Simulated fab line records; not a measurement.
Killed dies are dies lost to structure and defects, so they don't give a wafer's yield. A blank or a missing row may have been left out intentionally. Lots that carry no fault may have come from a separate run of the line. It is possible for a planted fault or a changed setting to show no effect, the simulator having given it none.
A single fault, viewed from 3 desks | flow n5-finfet | only its own numbers are on each desk; what lay behind them is given at the end

== AT THE METROLOGY DESK ==
Means of the sampled wafers that have a number, per lot and without regard to the tool the lot ran on: this is what the gauges read. Any lot whose mean is over 4 standard deviations away from the usual mean is out of limits and marked OUT; that distance is given in the brackets. 7 of its 10 readings are shown, namely those furthest out on some lot.
Columns: A = DIBL_N at N5_BEOL_M4_RC_MEAS_101, usual 36.0 mV/V; B = IOFF_N at N5_BEOL_M4_RC_MEAS_101, usual 0.156 nA/um; C = IOFF_P at N5_BEOL_M4_RC_MEAS_101, usual 0.21 nA/um; D = ION_P at N5_BEOL_M4_RC_MEAS_101, usual 463 uA/um; E = SS_P at N5_BEOL_M4_RC_MEAS_101, usual 73.3 mV/dec; F = VT_N at N5_BEOL_M4_RC_MEAS_101, usual 250 mV; G = VT_P at N5_BEOL_M4_RC_MEAS_101, usual -250 mV
lot  | first seen here | A    | B     | C    | D   | E    | F   | G
L408 | day 8 01:18     | 36.4 | 0.169 | 0.18 | 456 | 73.6 | 249 | -255
L410 | day 8 13:30     | 35.7 | 0.154 | 0.23 | 466 | 73.0 | 251 | -247
L412 | day 9 11:20     | 38.1 | 0.173 | 0.23 | 461 | 74.4 | 252 | -251
L420 | day 11 05:07    | 36.3 | 0.157 | 0.22 | 464 | 73.6 | 252 | -250
L422 | day 11 23:16    | 35.7 | 0.136 | 0.22 | 458 | 73.4 | 252 | -248
L423 | day 12 10:09    | 37.9 | 0.166 | 0.23 | 464 | 72.9 | 249 | -249
L424 | day 12 11:52    | 33.1 | 0.115 | 0.15 | 449 | 72.8 | 253 | -257
L426 | day 13 12:47    | 38.0 | 0.196 | 0.23 | 463 | 74.0 | 247 | -251
This desk found nothing out of limits on any of the 8 lots.

== AT THE TOOL OWNER'S DESK: rie-si-02 ==
The tool's own readings at N5_FIN_SAQP_MANDREL_ETCH_22 (etches a-Si in HBr/Cl2, stops on SiNx, target depth 60 nm, bt time 10 s, time 30 s): means of the sampled wafers that have a number, for each lot that ran on this tool. Any lot whose mean is over 4 standard deviations away from the usual mean is out of limits and marked OUT; that distance is given in the brackets.
Columns: A = bias-w at N5_FIN_SAQP_MANDREL_ETCH_22, usual 74.98 W; B = drypump-motor-current-A at N5_FIN_SAQP_MANDREL_ETCH_22, usual 5.5 A; C = oes-product-au at N5_FIN_SAQP_MANDREL_ETCH_22, usual 0.769 a.u.; D = rf-fwd-power-W at N5_FIN_SAQP_MANDREL_ETCH_22, usual 795.8 W; E = throttle-valve-pct at N5_FIN_SAQP_MANDREL_ETCH_22, usual 35.5 %
lot  | first seen here | A     | B   | C     | D     | E
L412 | day 3 10:02     | 75.05 | 5.8 | 0.777 | 797.3 | 35.5
L420 | day 5 11:28     | 75.12 | 5.0 | 0.766 | 796.2 | 35.8
L422 | day 5 23:44     | 74.62 | 5.5 | 0.765 | 796.8 | 35.9
This desk found nothing out of limits on any of the 3 lots.

== THE DEFECT DESK ==
Lot by lot, what the route's inspections counted, given as the mean of those sampled wafers with a number. Any lot whose mean is over 4 standard deviations away from the usual mean is out of limits and marked OUT; that distance is given in the brackets.
Columns: A = raw-defect-count at N5_FIN_SAQP_INSPECT_18, usual 410
lot  | first seen here | A
L408 | day 2 10:35     | 374
L410 | day 2 22:17     | 543
L412 | day 3 09:36     | 397
L420 | day 5 11:02     | 328
L422 | day 5 23:16     | 468
L423 | day 6 05:17     | 409
L424 | day 6 09:15     | 341
L426 | day 6 21:34     | 421
This desk found nothing out of limits on any of the 8 lots.

== BROUGHT TOGETHER ==
From the metrology desk's view, nothing was out of limits.
The desk of the tool owner found nothing out of limits.
Nothing out of limits was seen by the defect desk.

== WHAT WAS PUT IN BY THE SIMULATOR ==
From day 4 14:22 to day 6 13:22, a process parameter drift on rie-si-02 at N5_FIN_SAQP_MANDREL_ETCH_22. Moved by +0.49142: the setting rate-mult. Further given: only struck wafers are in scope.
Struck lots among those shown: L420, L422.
